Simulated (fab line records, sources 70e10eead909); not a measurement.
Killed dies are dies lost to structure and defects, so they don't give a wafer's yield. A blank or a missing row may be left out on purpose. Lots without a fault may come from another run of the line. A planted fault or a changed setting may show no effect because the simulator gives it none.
fab line records | flow nand_harc
record lots=6 wafers=18 last_day=33
route steps=1302 shown A_STAIRCASE@807 END@1302
lots that met no fault: from a run of the same line without faults
start_h: hours from the record's first day to the start of the lot's first wafer shown | wait_h: hours since the lot's step before | " the same as in the row above | L1.1+2: a row that stands for several wafers | - no value, or no start given | * or withheld: withheld | < > ~ a bound
route shown NAME@n: a module of which the file shows steps, and the number in the route of the first | usual: mean/standard deviation of fault-free wafers | same: alike in all rows | chamber/n: place in a boat | sites: the reading at each site | _std_site: their standard deviation | _edge_site: outer sites' mean less inner sites' | radius_mm: how far each site lies from the wafer's centre | mask NAME#n: copy n | behind: the tool/chamber that last shaped the wafer | hold: why the lot was held/for how many hours/how that ended | device: the transistor (n, p or np) that didn't switch | end of line: the same wafers' tests at the end of the route | a step without rows: its recipe alone | killed: dies lost to structure and defects at the first sort, not the wafer's yield | map: a wafer's dies, x killed, . not, _ none there
set.NAME: the setting as run; set.NAME@STEP: as run at that earlier step | model.NAME: the simulator's own value behind a step, which no gauge read
lots at some steps of the route; a table a step, a row a wafer
services: from which hour (start_h, from the record's first day; less than 0 if before it) a tool's chamber was out of use, for how many hours, and why
## steps
# step NHARC_A_STAIRCASE_DESCUM_291
# recipe time_s=3 o2_flow_sccm=200 ar_flow_sccm=0 bias_power_w=0 chemistry=O2
# usual drypump_motor_current_A=5.8/0.33 oes_product_au=0.997/0.013 rf_vpp_V=57.7/0.9 showerhead_plenum_p_Torr=1.90/0.087 throttle_valve_pct=11.312/0.0091
# columns lot.wafer tool chamber start_h wait_h drypump_motor_current_A oes_product_au rf_hours_counter_h rf_vpp_V showerhead_plenum_p_Torr throttle_valve_pct
L222.4 rie_diel-01 2 435.86 - 6.0 1.002 12 58.6 1.87 11.308
L222.2 " 3 " " 6.4 0.971 14 58.4 1.80 11.319
L222.5 " 1 " " 5.7 1.012 - 58.8 1.98 11.300
L224.1 rie_diel-03 1 447.36 - 5.7 1.021 50 58.3 1.93 11.310
L224.2 " 3 " " 5.4 1.026 57 58.6 1.82 11.309
L224.6 " 2 " " 6.1 0.998 - 58.4 1.80 11.333
L234.1 rie_diel-01 2 533.42 - 5.9 0.991 43 56.6 1.87 11.324
L234.5 " 1 " " 5.6 1.013 - 58.7 1.96 11.306
L234.6 " 2 " " 5.9 0.993 - 57.5 1.87 11.318
L237.3 rie_diel-03 1 569.03 - 5.7 1.014 38 58.4 1.91 11.301
L237.1 " 3 " " 5.4 1.017 36 57.7 1.81 11.305
L237.6 " 1 " " 5.7 1.012 - 58.9 1.91 11.298
L239.4 rie_diel-03 2 604.72 - 6.2 0.987 51 57.5 1.79 11.315
L239.1 " 3 " " 5.4 1.018 49 57.1 1.81 11.307
L239.2 " 0 " " 6.2 0.988 50 59.1 2.06 11.320
L241.1 rie_diel-13 1 614.11 - 5.5 0.991 28 57.8 1.96 11.299
L241.2 " 2 " " 6.0 0.988 28 58.9 2.01 11.311
L241.6 " 2 " " 6.0 0.997 - 58.5 2.01 11.297
# step NHARC_A_STAIRCASE_ETCH_292
# recipe cf4_flow_sccm=100 chf3_flow_sccm=30 ar_flow_sccm=0 rf_w=500 bias_w=200 chemistry=CF4/CHF3
# step NHARC_A_STAIRCASE_HM_OPEN_460
# recipe o2_flow_sccm=400 cos_flow_sccm=20 ar_flow_sccm=0 rf_w=500 bias_w=300 chemistry=O2/COS
# usual bias_w=300.1/0.88 drypump_motor_current_A=5.8/0.32 oes_product_au=0.997/0.012 rf_vpp_V=466.9/2.9 showerhead_plenum_p_Torr=3.11/0.13 throttle_valve_pct=28.331/0.0091
# columns lot.wafer tool chamber start_h wait_h bias_w drypump_motor_current_A oes_product_au rf_hours_counter_h rf_vpp_V showerhead_plenum_p_Torr throttle_valve_pct
L222.4 rie_diel-01 3 - - 300.6 6.3 0.983 14 463.0 2.94 28.326
L222.2 " 0 " " 302.0 5.9 0.969 16 466.7 3.16 28.346
L222.5 " 3 " " 300.9 6.3 0.980 - 463.8 2.94 28.352
L224.2 rie_diel-03 3 - - 301.1 5.4 1.019 57 463.5 2.98 28.334
L224.1 " 0 " " 299.8 6.2 1.005 56 461.9 2.90 28.336
L224.6 " 2 " " 298.8 6.2 1.001 - 463.6 2.95 28.335
L234.1 rie_diel-01 1 - - 299.5 5.7 1.007 48 469.7 3.20 28.322
L234.6 " 0 " " 300.1 5.9 0.993 - 467.8 3.14 28.333
L234.5 " 1 " " 301.0 5.7 1.013 - 470.5 3.20 28.315
L237.1 rie_diel-03 2 - - 300.5 6.2 0.995 38 464.3 2.94 28.325
L237.3 " 3 " " 301.1 5.4 1.023 36 463.5 2.96 28.333
L237.6 " 1 " " 300.5 5.7 1.009 - 466.0 3.12 28.326
L239.2 rie_diel-03 1 - - 300.6 5.7 0.993 53 467.8 3.11 28.328
L239.4 " 2 " " 300.0 6.2 0.984 51 463.2 2.93 28.352
L239.1 " 3 " " 298.3 5.4 1.008 49 464.7 2.96 28.328
L241.2 rie_diel-13 3 - - 298.2 5.1 0.987 25 463.6 2.93 28.341
L241.1 " 2 " " 300.0 6.1 0.990 28 471.1 3.27 28.338
L241.6 " 3 " " 299.7 5.1 0.980 - 462.8 2.93 28.334
# step NHARC_A_STAIRCASE_STRIP_461
# recipe o2_flow_sccm=400 cos_flow_sccm=20 ar_flow_sccm=0 bias_w=0 chemistry=O2/COS
# step NHARC_A_STAIRCASE_ETCH_452
# recipe target_depth_a=300 overetch_a=30 time_s=16.5 ion_energy_ev=100 cf4_flow_sccm=80 o2_flow_sccm=20 ar_flow_sccm=0 rf_w=300 bias_w=100 chemistry=CF4/O2
# usual bias_w=100.03/0.3 drypump_motor_current_A=5.8/0.32 oes_ar_750_au=1.001/0.0047 oes_product_au=0.997/0.011 rf_vpp_V=197.4/1.4 showerhead_plenum_p_Torr=1.32/0.058 throttle_valve_pct=13.398/0.0093
# columns lot.wafer tool chamber start_h wait_h bias_w drypump_motor_current_A oes_ar_750_au oes_product_au rf_hours_counter_h rf_vpp_V showerhead_plenum_p_Torr throttle_valve_pct
L222.2 rie_diel-01 3 - - 99.93 6.3 0.994 0.994 16 194.9 1.25 13.396
L222.4 " 0 " " 100.34 5.9 1.002 0.988 20 197.0 1.35 13.404
L222.5 " 0 " " 100.01 5.9 0.998 0.980 - 198.4 1.35 13.391
L224.2 rie_diel-03 0 - - 99.73 6.1 1.001 1.001 56 196.8 1.24 13.397
L224.1 " 3 " " 99.84 5.4 1.000 1.006 57 195.7 1.27 13.393
L224.6 " 0 " " 99.99 6.2 1.000 0.998 - 196.7 1.24 13.419
L234.1 rie_diel-01 2 - - 99.99 6.0 1.002 1.007 43 196.6 1.30 13.407
L234.5 " 0 " " 99.81 5.9 1.001 0.994 - 197.8 1.34 13.399
L234.6 " 1 " " 100.21 5.7 0.997 1.015 - 198.8 1.37 13.384
L237.1 rie_diel-03 1 - - 100.25 5.7 1.004 1.006 38 198.3 1.33 13.409
L237.3 " 3 " " 99.92 5.4 0.993 1.017 36 196.1 1.27 13.390
L237.6 " 2 " " 100.28 6.2 1.007 0.979 - 196.2 1.25 13.387
L239.2 rie_diel-03 0 - - 100.12 6.1 1.000 0.992 51 199.8 1.43 13.387
L239.1 " 1 " " 100.38 5.7 1.004 1.001 53 197.9 1.33 13.410
L239.4 " 3 " " 100.05 5.4 1.004 1.012 49 195.6 1.26 13.391
L241.1 rie_diel-13 3 - - 99.98 5.1 1.000 0.987 25 197.2 1.25 13.393
L241.2 " 1 " " 99.79 5.5 0.997 0.997 28 198.2 1.37 13.402
L241.6 " 2 " " 99.98 6.1 0.992 1.007 - 198.2 1.40 13.403
# step NHARC_A_STAIRCASE_ETCH_294
# recipe target_depth_a=49890 time_s=1211.6 ion_energy_ev=800 c4f8_flow_sccm=80 o2_flow_sccm=60 ar_flow_sccm=withheld rf_w=600 bias_w=3000 chemistry=C4F8/O2/Ar
# usual bias_w=3000/8.9 oes_product_au=0.931/0.012 rf_vpp_V=1825/11
# columns lot.wafer tool chamber start_h wait_h bias_w oes_product_au rf_hours_counter_h rf_vpp_V
L222.2 rie_diel-01 3 - - 3009 0.921 16 1811
L222.4 " 0 " " 3001 0.894 20 1829
L222.5 " 2 " " 2996 0.920 - 1822
L224.2 rie_diel-03 2 - - 3004 0.931 53 1814
L224.1 " 3 " " 2995 0.950 57 1814
L224.6 " 1 " " 3001 0.947 - 1830
L234.1 rie_diel-01 2 - - 3004 0.933 43 1821
L234.5 " 1 " " 2999 0.940 - 1834
L234.6 " 2 " " 2999 0.922 - 1822
L237.1 rie_diel-03 2 - - 2997 0.931 38 1810
L237.3 " 1 " " 2990 0.945 38 1826
L237.6 " 2 " " 3009 0.936 - 1810
L239.1 rie_diel-03 2 - - 3005 0.930 51 1811
L239.2 " 3 " " 2997 0.955 49 1812
L239.4 " 0 " " 3003 0.931 51 1846
L241.2 rie_diel-13 2 - - 2987 0.936 28 1840
L241.1 " 3 " " 2994 0.920 26 1811
L241.6 " 1 " " 2990 0.945 - 1833
# step NHARC_A_STAIRCASE_STRIP_295
# recipe o2_flow_sccm=500 ar_flow_sccm=0 bias_w=0 chemistry=O2
# step NHARC_A_STAIRCASE_STRIP_296
# recipe time_s=900 temp_c=130 chemistry=SPM
# step NHARC_A_STAIRCASE_PRECLEAN_297
# recipe time_s=* temp_c=50 bath_age_min=0 chemistry=SC1
# step NHARC_A_STAIRCASE_SRD_298
# step NHARC_A_STAIRCASE_HM_DEP_462
# recipe target_thk_a=8000 temp_c=400 material=aC
# usual throttle_valve_pct=35.000/0.0096
# columns lot.wafer tool chamber start_h wait_h throttle_valve_pct
L222.2 acl_dep-03 0 444.91 3.2 34.989
L222.4 " 0 " " 34.982
L222.5 " 0 " " 35.000
L224.1 acl_dep-01 0 450.19 0.6 34.988
L224.2 " 0 " " 34.996
L224.6 " 0 451.72 2.2 35.023
L234.1 acl_dep-03 0 535.79 0.1 34.996
L234.5 " 0 537.02 1.3 35.006
L234.6 " 0 " " 34.989
L237.1 acl_dep-02 0 573.21 2.0 34.988
L237.3 " 0 " " 35.001
L237.6 " 0 " " 34.997
L239.1 acl_dep-01 0 606.97 0.1 35.015
L239.2 " 0 " " 35.006
L239.4 " 0 " " 34.993
L241.1 acl_dep-03 0 621.17 4.9 34.997
L241.2 " 0 " " 35.013
L241.6 " 0 622.71 6.4 35.023
# step NHARC_A_STAIRCASE_DEP_301
# recipe target_thk_a=300 target_thk_nm=30 temp_c=400 pressure_torr=3.5 flow_sccm=200 rf_w=350 material=SiON
# usual heater_power_w=802/90 rf_fwd_power_W=348.4/1.3
# columns lot.wafer tool chamber start_h wait_h heater_power_w rf_fwd_power_W since_wet_clean_h
L222.2 pecvd-01 0 446.50 1.3 679 348.6 114
L222.4 " 2 " " 823 349.0 -
L222.5 " 1 " " 799 349.5 -
L224.2 pecvd-03 1 452.33 1.5 821 347.8 73
L224.1 " 0 " " 813 348.8 73
L224.6 " 1 " " 816 347.7 -
L234.1 pecvd-03 1 537.72 1.6 816 390.1 158
L234.6 " 2 " " 683 389.9 -
L234.5 " 0 " " 763 390.5 -
L237.1 pecvd-03 1 575.09 1.6 730 390.7 15
L237.3 " 0 " " 772 390.1 15
L237.6 " 0 " " 748 390.7 -
L239.2 pecvd-04 2 608.81 1.2 883 348.6 145
L239.1 " 0 " " 773 346.1 145
L239.4 " 2 " " 885 346.5 -
L241.2 pecvd-01 1 623.07 1.3 854 346.9 110
L241.1 " 2 " " 773 349.3 110
L241.6 " 2 " " 792 350.2 -
# step NHARC_A_STAIRCASE_DEHYDRATE_302
# recipe temp_c=150 time_s=120
# step NHARC_END_SORT_01
# recipe temp_c=25
# usual killed_at_array=54/21 killed_at_other=0.9/1.1 killed_at_periphery=3.5/2.5 killed_dies=58/21 killed_open=3.3/1.9 killed_short=2.6/1.8
# same gross_dies=677
# columns lot.wafer tool chamber start_h wait_h killed_at_array killed_at_other killed_at_periphery killed_dies killed_open killed_short
L222.2 prober-02 0 623.55 2.8 91 1 3 95 2 6
L222.4 prober-02 0 625.15 3.4 88 1 3 92 4 5
L222.5 prober-02 0 625.95 3.7 111 1 1 113 4 3
L224.1 prober-02 0 639.07 2.5 100 0 2 102 3 2
L224.2 prober-02 0 639.88 2.8 92 1 7 100 2 2
L224.6 prober-02 0 643.11 4.0 95 0 8 103 2 1
L234.1 prober-01 0 721.04 2.5 56 2 4 62 2 1
L234.5 prober-01 0 724.22 3.7 70 2 0 72 1 2
L234.6 prober-01 0 725.02 4.0 46 2 7 55 5 3
# killed by level:class
L222.2 A_SLIT:chamber_film_flake=26 A_CHANNEL_HOLE_D1:chamber_film_flake=25 A_CHANNEL_HOLE_D2:chamber_film_flake=20 A_CONTACT:chamber_film_flake=7 A_CHANNEL_FILL_D1:geometric_particle:short=3 A_DECK1_JOINT:geometric_particle:short=2 P_M2:chamber_film_flake=2 A_DECK1_JOINT:chamber_film_flake=2
L222.4 A_CHANNEL_HOLE_D1:chamber_film_flake=29 A_CHANNEL_HOLE_D2:chamber_film_flake=24 A_SLIT:chamber_film_flake=16 A_CONTACT:chamber_film_flake=7 A_STAIRCASE:chamber_film_flake=2 A_DECK1_JOINT:chamber_film_flake=2 P_GATE:geometric_particle:open=1 P_M0:geometric_particle:open=1
L222.5 A_CHANNEL_HOLE_D2:chamber_film_flake=33 A_CHANNEL_HOLE_D1:chamber_film_flake=32 A_SLIT:chamber_film_flake=27 A_CONTACT:chamber_film_flake=6 A_CHANNEL_FILL_D2:chamber_film_flake=3 A_DECK1_JOINT:geometric_particle:open=2 A_STAIRCASE:chamber_film_flake=2 P_M0:geometric_particle:open=1
L224.1 A_CHANNEL_HOLE_D1:chamber_film_flake=36 A_CHANNEL_HOLE_D2:chamber_film_flake=34 A_SLIT:chamber_film_flake=19 A_CONTACT:chamber_film_flake=4 P_M2:chamber_film_flake=2 A_STAIRCASE:chamber_film_flake=2 A_ONON_D2:geometric_particle:open=1 A_CHANNEL_FILL_D2:geometric_particle:short=1
L224.2 A_CHANNEL_HOLE_D1:chamber_film_flake=31 A_CHANNEL_HOLE_D2:chamber_film_flake=31 A_SLIT:chamber_film_flake=20 P_M2:chamber_film_flake=5 A_STAIRCASE:chamber_film_flake=3 A_CONTACT:chamber_film_flake=3 P_GATE:geometric_particle:open=1 P_CONTACT:geometric_particle:open=1
L224.6 A_CHANNEL_HOLE_D2:chamber_film_flake=37 A_CHANNEL_HOLE_D1:chamber_film_flake=27 A_SLIT:chamber_film_flake=17 P_M2:chamber_film_flake=5 A_DECK1_JOINT:chamber_film_flake=3 A_STAIRCASE:chamber_film_flake=2 A_CONTACT:chamber_film_flake=2 A_DECK1_JOINT:geometric_particle:short=1
L234.1 A_SLIT:chamber_film_flake=28 A_CHANNEL_HOLE_D2:chamber_film_flake=14 A_STAIRCASE:chamber_film_flake=4 A_CHANNEL_HOLE_D1:chamber_film_flake=3 A_DECK1_JOINT:chamber_film_flake=2 A_CONTACT:chamber_film_flake=2 THIN_TSV:chamber_film_flake=2 P_GATE:geometric_particle:open=1
L234.5 A_SLIT:chamber_film_flake=30 A_CHANNEL_HOLE_D2:chamber_film_flake=22 A_CHANNEL_FILL_D2:chamber_film_flake=6 A_CHANNEL_HOLE_D1:chamber_film_flake=3 A_STAIRCASE:chamber_film_flake=2 A_CONTACT:chamber_film_flake=2 THIN_TSV:chamber_film_flake=2 A_DECK1_JOINT:geometric_particle:short=1
L234.6 A_CHANNEL_HOLE_D2:chamber_film_flake=16 A_SLIT:chamber_film_flake=14 A_STAIRCASE:chamber_film_flake=5 P_CONTACT:chamber_film_flake=3 A_CHANNEL_HOLE_D1:chamber_film_flake=3 P_ZERO_WELL:chamber_film_flake=2 THIN_TSV:chamber_film_flake=2 P_M0:geometric_particle:open=1
## services
# columns tool chamber start_h hours kind
rie_diel-03 0 416.80 - clean
rie_diel-03 1 416.80 - clean
rie_diel-03 2 416.80 - clean
rie_diel-03 3 416.80 - clean
acl_dep-02 - 428.28 13.0 pm
rie_diel-03 0 442.56 - clean
rie_diel-03 1 442.56 - clean
rie_diel-03 2 442.56 - clean
pecvd-01 - 442.86 3.3 repair
pecvd-04 - 450.39 13.0 pm
rie_diel-03 - 461.71 9.0 pm
pecvd-04 - 463.51 1.0 repair
acl_dep-03 - 483.33 13.0 pm
rie_diel-13 1 485.28 3.4 repair
pecvd-01 - 500.14 13.0 pm
rie_diel-13 3 517.00 2.9 repair
rie_diel-13 2 518.14 4.1 repair
rie_diel-13 - 520.08 9.0 pm
pecvd-03 - 547.24 13.0 pm
acl_dep-01 - 553.30 13.0 pm
rie_diel-03 2 563.07 2.6 repair
rie_diel-01 2 573.91 10.4 repair
rie_diel-13 - 586.75 0.2 repair
acl_dep-02 - 609.28 13.0 pm
## key
first_sign step=NHARC_A_STAIRCASE_DEP_301 reading=rf_fwd_power_W direction=up sigmas=33 usual=* struck=*
effect none on later readings
met_at NHARC_A_STAIRCASE_DEP_301
struck_wafers L234.1,L234.5,L234.6,L237.1,L237.3,L237.6
tester_left_out L234,L237
onset_between 452.33 537.72
fault kind=process_parameter_drift tool=pecvd-03 chamber=- onset_h=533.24 steps=NHARC_A_STAIRCASE_DEP_301 channel=rf_w offset=* shape=step end_h=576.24 acts_in=* stated=*
# tester_left_out: of these lots the tester's yield and bins aren't shown, on N5 and GAA mostly nor the transistor test; their killed dies are dies lost to structure and defects alone, not to doping, threshold or leakage, so they don't give the yield
